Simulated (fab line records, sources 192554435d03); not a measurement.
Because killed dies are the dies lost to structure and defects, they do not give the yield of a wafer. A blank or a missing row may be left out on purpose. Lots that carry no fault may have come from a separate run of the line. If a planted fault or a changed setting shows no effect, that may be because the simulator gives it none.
Chamber matching || flow n5_finfet || 4 sister chambers for N5_BEOL_M2_STRIP_36 on rie_diel-04
The step strips in N2/H2. 8 wafers are shown with their chamber, then 7 later ones without.

== WAFERS, EACH WITH ITS CHAMBER ==
{"wafer": "L086.5", "chamber": 2, "throttle_valve_pct (%)": 23.7, "showerhead_plenum_p_Torr (Torr)": 2.40}
{"wafer": "L090.1", "chamber": 0, "throttle_valve_pct (%)": 23.7, "showerhead_plenum_p_Torr (Torr)": 2.72}
{"wafer": "L090.2", "chamber": 3, "throttle_valve_pct (%)": 23.6, "showerhead_plenum_p_Torr (Torr)": 2.57}
{"wafer": "L090.5", "chamber": 3, "throttle_valve_pct (%)": 23.6, "showerhead_plenum_p_Torr (Torr)": 2.57}
{"wafer": "L092.3", "chamber": 0, "throttle_valve_pct (%)": 23.7, "showerhead_plenum_p_Torr (Torr)": 2.72}
{"wafer": "L092.4", "chamber": 1, "throttle_valve_pct (%)": 23.2, "showerhead_plenum_p_Torr (Torr)": 2.48}
{"wafer": "L094.2", "chamber": 2, "throttle_valve_pct (%)": 23.3, "showerhead_plenum_p_Torr (Torr)": 2.72}
{"wafer": "L094.3", "chamber": 1, "throttle_valve_pct (%)": 23.2, "showerhead_plenum_p_Torr (Torr)": 2.48}

== WAFERS WHOSE CHAMBER IS MISSING ==
{"wafer": "L094.5", "throttle_valve_pct (%)": 23.3, "showerhead_plenum_p_Torr (Torr)": 2.72}
{"wafer": "L095.1", "throttle_valve_pct (%)": 23.7, "showerhead_plenum_p_Torr (Torr)": 2.71}
{"wafer": "L095.3", "throttle_valve_pct (%)": 23.2, "showerhead_plenum_p_Torr (Torr)": 2.48}
{"wafer": "L095.4", "throttle_valve_pct (%)": 23.6, "showerhead_plenum_p_Torr (Torr)": 2.57}
{"wafer": "L097.1", "throttle_valve_pct (%)": 23.2, "showerhead_plenum_p_Torr (Torr)": 2.48}
{"wafer": "L097.3", "throttle_valve_pct (%)": 23.6, "showerhead_plenum_p_Torr (Torr)": 2.57}
{"wafer": "L097.5", "throttle_valve_pct (%)": 23.7, "showerhead_plenum_p_Torr (Torr)": 2.71}

== WHICH CHAMBER EACH ONE RAN IN ==
{"wafer": "L094.5", "from the rows above": "can't be placed: 2 or 1 or 3 or 0", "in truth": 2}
{"wafer": "L095.1", "from the rows above": "can't be placed: 0 or 3 or 2", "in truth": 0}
{"wafer": "L095.3", "from the rows above": 1, "in truth": 1}
{"wafer": "L095.4", "from the rows above": "can't be placed: 3 or 2 or 0", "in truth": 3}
{"wafer": "L097.1", "from the rows above": 1, "in truth": 1}
{"wafer": "L097.3", "from the rows above": "can't be placed: 3 or 2 or 0", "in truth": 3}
{"wafer": "L097.5", "from the rows above": "can't be placed: 0 or 3 or 2", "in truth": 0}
Correct placement for 2 of the 7. These rows do not allow placing 5 (true chamber among the candidates in 5). 0 placed wrongly.
How it was worked out, from the rows above alone: a wafer's distance from a chamber is the root of the sum, over the readings, of the square of ((its reading less the chamber's mean) divided by the reading's scatter). If the next closest chamber is less than 2 further off than the closest, the wafer can't be placed; otherwise it belongs to the closest. For every chamber, the mean is computed from those of its wafers that are shown. The scatter: the root of (the sum of the squares of (reading less its chamber's mean) over the shown wafers, divided by (wafers less chambers)).
